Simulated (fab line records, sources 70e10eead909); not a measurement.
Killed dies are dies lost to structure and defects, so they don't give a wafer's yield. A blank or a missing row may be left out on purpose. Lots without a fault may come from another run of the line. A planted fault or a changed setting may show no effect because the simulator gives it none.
fab line records | flow nand_harc | part 2 of 2: steps 28 to 40 of 40
record lots=5 wafers=15 last_day=23
route steps=1159 shown P_ZERO_WELL@12
lots that met no fault: from a run of the same line without faults
start_h: hours from the record's first day to the start of the lot's first wafer shown | wait_h: hours since the lot's step before | " the same as in the row above | L1.1+2: a row that stands for several wafers | - no value, or no start given | * or withheld: withheld | < > ~ a bound
route shown NAME@n: a module of which the file shows steps, and the number in the route of the first | usual: mean/standard deviation of fault-free wafers | same: alike in all rows | chamber/n: place in a boat | sites: the reading at each site | _std_site: their standard deviation | _edge_site: outer sites' mean less inner sites' | radius_mm: how far each site lies from the wafer's centre | mask NAME#n: copy n | behind: the tool/chamber that last shaped the wafer | hold: why the lot was held/for how many hours/how that ended | device: the transistor (n, p or np) that didn't switch | end of line: the same wafers' tests at the end of the route | a step without rows: its recipe alone | killed: dies lost to structure and defects at the first sort, not the wafer's yield | map: a wafer's dies, x killed, . not, _ none there
set.NAME: the setting as run; set.NAME@STEP: as run at that earlier step | model.NAME: the simulator's own value behind a step, which no gauge read
lots at some steps of the route; a table a step, a row a wafer
services: from which hour (start_h, from the record's first day; less than 0 if before it) a tool's chamber was out of use, for how many hours, and why
## steps
# step NHARC_P_ZERO_WELL_SOFTBAKE_32
# recipe temp_c=122 time_s=95
# usual plate_temp_C=122.00/0.12
# columns lot.wafer tool chamber start_h wait_h plate_temp_C
L077.1 litho_track-07 0 - - 122.10
L077.3 " 0 " " 121.95
L077.4 " 0 " " 122.16
L081.3 litho_track-03 0 - - 122.02
L081.5 " 0 " " 122.12
L081.6 " 0 " " 121.78
L082.1 litho_track-07 0 - - 122.03
L082.5 " 0 " " 121.96
L082.6 " 0 " " 122.09
L092.3 litho_track-03 0 - - 122.06
L092.4 " 0 " " 122.12
L092.5 " 0 " " 122.17
L093.1 litho_track-07 0 - - 122.06
L093.2 " 0 " " 122.20
L093.6 " 0 " " 121.99
# step NHARC_P_ZERO_WELL_EBR_33
# columns lot.wafer tool chamber start_h wait_h
L077.1+3+4 litho_track-07 0 - -
L081.3+5+6 litho_track-03 0 - -
L082.1+5+6 litho_track-07 0 - -
L092.3+4+5 litho_track-03 0 - -
L093.1+2+6 litho_track-07 0 - -
# step NHARC_P_ZERO_WELL_EXPOSE_34
# recipe na=0.6 target_cd_nm=720 dose_mj=22.31 mask_id=P_PWELL
# same na=0.6
# columns lot.wafer tool chamber start_h wait_h mask
L077.1+3+4 krf_scanner-02 0 34.08 - P_PWELL#0
L081.3+5+6 krf_scanner-03 0 57.97 - P_PWELL#0
L082.1+5+6 krf_scanner-03 0 63.94 - P_PWELL#0
L092.3+4+5 krf_scanner-04 0 123.88 - P_PWELL#0
L093.1+2+6 krf_scanner-02 0 129.96 - P_PWELL#0
# step NHARC_P_ZERO_WELL_PEB_35
# recipe peb_temp_c=118 peb_time_s=85
# usual plate_temp_C=117.98/0.14
# columns lot.wafer tool chamber start_h wait_h plate_temp_C
L077.1 litho_track-07 0 34.14 0.1 118.24
L077.3 " 0 " " 118.23
L077.4 " 0 " " 118.11
L081.3 litho_track-02 0 58.04 0.1 117.98
L081.5 " 0 " " 117.85
L081.6 " 0 " " 117.99
L082.1 litho_track-02 0 64.00 0.1 118.08
L082.5 " 0 " " 117.88
L082.6 " 0 " " 117.94
L092.3 litho_track-02 0 123.94 0.1 118.08
L092.4 " 0 " " 118.03
L092.5 " 0 " " 118.12
L093.1 litho_track-07 0 130.03 0.1 118.05
L093.2 " 0 " " 117.62
L093.6 " 0 " " 118.10
# step NHARC_P_ZERO_WELL_DEVELOP_36
# recipe time_s=70
# columns lot.wafer tool chamber start_h wait_h
L077.1+3+4 litho_track-07 0 - -
L081.3+5+6 litho_track-02 0 - -
L082.1+5+6 litho_track-02 0 - -
L092.3+4+5 litho_track-02 0 - -
L093.1+2+6 litho_track-07 0 - -
# step NHARC_P_ZERO_WELL_CD_MEAS_37
# recipe target_cd_nm=720 landing_energy_ev=500
# usual cd_nm=720.3/1.5
# columns lot.wafer tool chamber start_h wait_h cd_nm
L077.1 cd_sem-01 0 34.23 - 720.0
L077.3 " 0 " " 721.5
L077.4 " 0 " " 721.9
L081.3 cd_sem-01 0 58.14 - 722.1
L081.5 " 0 " " 720.9
L081.6 " 0 " " 721.9
L082.1 cd_sem-02 0 64.09 - 719.8
L082.5 " 0 " " 719.8
L082.6 " 0 " " 720.2
L092.3 cd_sem-03 0 124.03 - 719.9
L092.4 " 0 " " 720.0
L092.5 " 0 " " 720.0
L093.1 cd_sem-01 0 130.12 - 717.2
L093.2 " 0 " " 719.3
L093.6 " 0 " " 719.0
# step NHARC_P_ZERO_WELL_HARDBAKE_38
# recipe temp_c=125 time_s=80
# usual plate_temp_C=125.01/0.13
# columns lot.wafer tool chamber start_h wait_h plate_temp_C
L077.1 litho_track-07 0 34.31 - 125.16
L077.3 " 0 " " 124.90
L077.4 " 0 " " 125.20
L081.3 litho_track-07 0 58.22 - 125.23
L081.5 " 0 " " 125.11
L081.6 " 0 " " 125.13
L082.1 litho_track-03 0 64.17 - 125.05
L082.5 " 0 " " 124.91
L082.6 " 0 " " 124.83
L092.3 litho_track-07 0 124.11 - 125.07
L092.4 " 0 " " 124.92
L092.5 " 0 " " 125.20
L093.1 litho_track-02 0 130.20 - 124.86
L093.2 " 0 " " 124.89
L093.6 " 0 " " 125.13
# step NHARC_P_ZERO_WELL_DESCUM_39
# recipe time_s=3 o2_flow_sccm=200 ar_flow_sccm=0 bias_power_w=0 chemistry=O2
# usual drypump_motor_current_A=5.8/0.45 oes_product_au=1.001/0.0078 rf_vpp_V=57.8/0.94 showerhead_plenum_p_Torr=1.92/0.067 throttle_valve_pct=11.312/0.0092
# columns lot.wafer tool chamber start_h wait_h drypump_motor_current_A oes_product_au rf_hours_counter_h rf_vpp_V showerhead_plenum_p_Torr throttle_valve_pct
L077.3 rie_diel-03 1 34.40 - 5.1 1.001 11.0 59.5 2.00 11.319
L077.1 " 2 " " 5.8 1.007 10.0 57.0 1.92 11.281
L077.4 " 3 " " 6.1 0.999 12.5 58.1 1.95 11.325
L081.3 rie_diel-02 2 58.33 - 5.9 1.006 4.3 56.3 1.96 11.317
L081.5 " 3 " " 5.9 1.009 - 57.4 2.03 11.298
L081.6 " 0 " " 5.5 1.005 - 57.0 1.85 11.293
L082.1 rie_diel-12 2 64.25 - 5.4 0.996 2.2 58.0 1.78 11.305
L082.5 " 2 " " 5.4 1.009 - 57.4 1.78 11.312
L082.6 " 3 " " 6.0 1.000 - 58.3 1.94 11.322
L092.3 rie_diel-12 0 124.20 - 6.5 1.005 6.5 58.2 1.85 11.303
L092.4 " 2 " " 5.4 1.011 5.8 56.9 1.78 11.322
L092.5 " 0 " " 6.5 1.005 - 57.2 1.85 11.287
L093.2 rie_diel-02 1 130.29 - 6.4 0.983 9.3 58.6 1.94 11.313
L093.1 " 3 " " 5.9 0.997 9.8 58.5 2.03 11.327
L093.6 " 1 " " 6.4 0.989 - 58.0 1.94 11.307
# step NHARC_P_ZERO_WELL_IMPLANT_40
# recipe energy_kev=300 dose_cm2=1e+13 tilt_deg=7
# columns lot.wafer tool chamber start_h wait_h
L077.1+3+4 implanter-02 0 34.55 0.1
L081.3+5+6 implanter-02 0 58.50 0.2
L082.1+5+6 implanter-01 0 64.40 0.1
L092.3+4+5 implanter-02 0 124.39 0.2
L093.1+2+6 implanter-02 0 130.42 0.1
# step NHARC_P_ZERO_WELL_IMPLANT_59
# recipe energy_kev=120 dose_cm2=5e+12 tilt_deg=7
# columns lot.wafer tool chamber start_h wait_h
L077.1+3+4 implanter-02 0 34.73 0.2
L081.3+5+6 implanter-02 0 58.68 0.1
L082.1+5+6 implanter-01 0 64.58 0.1
L092.3+4+5 implanter-02 0 124.57 0.1
L093.1+2+6 implanter-02 0 130.60 0.1
# step NHARC_P_ZERO_WELL_IMPLANT_60
# recipe energy_kev=30 dose_cm2=2e+12 tilt_deg=7
# columns lot.wafer tool chamber start_h wait_h
L077.1+3+4 implanter-02 0 34.91 0.1
L081.3+5+6 implanter-02 0 58.86 0.1
L082.1+5+6 implanter-01 0 64.76 0.1
L092.3+4+5 implanter-02 0 124.75 0.1
L093.1+2+6 implanter-02 0 130.79 0.2
# step NHARC_P_ZERO_WELL_STRIP_41
# recipe time_s=840 temp_c=130 chemistry=SPM
# usual bath_heat_duty_pct=15.3/1.8
# columns lot.wafer tool chamber start_h wait_h bath_heat_duty_pct
L077.3 wet_bench-04 1 35.12 0.1 12.1
L077.4 " 5 " " 14.0
L077.1 " 6 " " 17.5
L081.5 wet_bench-09 1 59.03 0.1 13.8
L081.3 " 2 " " 14.1
L081.6 " 4 " " 18.6
L082.6 wet_bench-04 7 64.99 0.0 15.3
L082.1 " 0 " " 16.5
L082.5 " 2 " " 13.2
L092.5 wet_bench-03 1 124.91 0.1 15.9
L092.3 " 3 " " 16.4
L092.4 " 4 " " 13.6
L093.2 wet_bench-09 0 131.00 0.2 13.4
L093.1 " 1 " " 13.4
L093.6 " 3 " " 14.7
# step NHARC_P_ZERO_WELL_DEHYDRATE_44
# recipe temp_c=150 time_s=120
# usual plate_temp_C=149.98/0.15
# columns lot.wafer tool chamber start_h wait_h plate_temp_C
L077.1 litho_track-03 0 35.45 - 149.86
L077.3 " 0 " " 149.88
L077.4 " 0 " " 150.10
L081.3 litho_track-07 0 59.36 - 149.85
L081.5 " 0 " " 149.61
L081.6 " 0 " " 149.87
L082.1 litho_track-03 0 65.30 - 150.34
L082.5 " 0 " " 150.18
L082.6 " 0 " " 149.93
L092.3 litho_track-03 0 125.24 - 150.28
L092.4 " 0 " " 150.22
L092.5 " 0 " " 150.06
L093.1 litho_track-03 0 131.33 - 149.92
L093.2 " 0 " " 149.77
L093.6 " 0 " " 149.93
## services
# columns tool chamber start_h hours kind
rie_diel-03 - 8.95 2.2 repair
litho_track-07 - 14.00 7.0 pm
krf_scanner-02 - 19.61 0.3 repair
krf_scanner-03 - 23.23 0.7 repair
rie_diel-12 - 25.40 9.0 pm
rie_si-05 2 33.89 2.1 repair
rie_si-02 - 34.00 9.0 pm
krf_scanner-02 - 38.00 4.0 pm
litho_track-03 - 38.00 7.0 pm
rie_diel-03 - 38.40 9.0 pm
krf_scanner-02 - 42.09 0.4 repair
rie_diel-03 2 58.16 3.6 repair
rie_si-05 - 62.03 9.0 pm
rie_diel-02 2 64.27 16.2 repair
wet_bench-03 - 80.22 1.9 repair
implanter-02 - 85.00 13.0 pm
rie_diel-02 0 87.87 21.5 repair
rie_diel-03 2 107.75 3.3 repair
wet_bench-09 - 112.80 8.0 pm
rie_diel-12 2 113.53 3.2 repair
rie_si-05 2 115.24 6.7 repair
rie_si-02 1 118.58 6.9 repair
rie_si-02 - 128.53 0.2 repair
rie_diel-12 0 130.88 4.4 repair
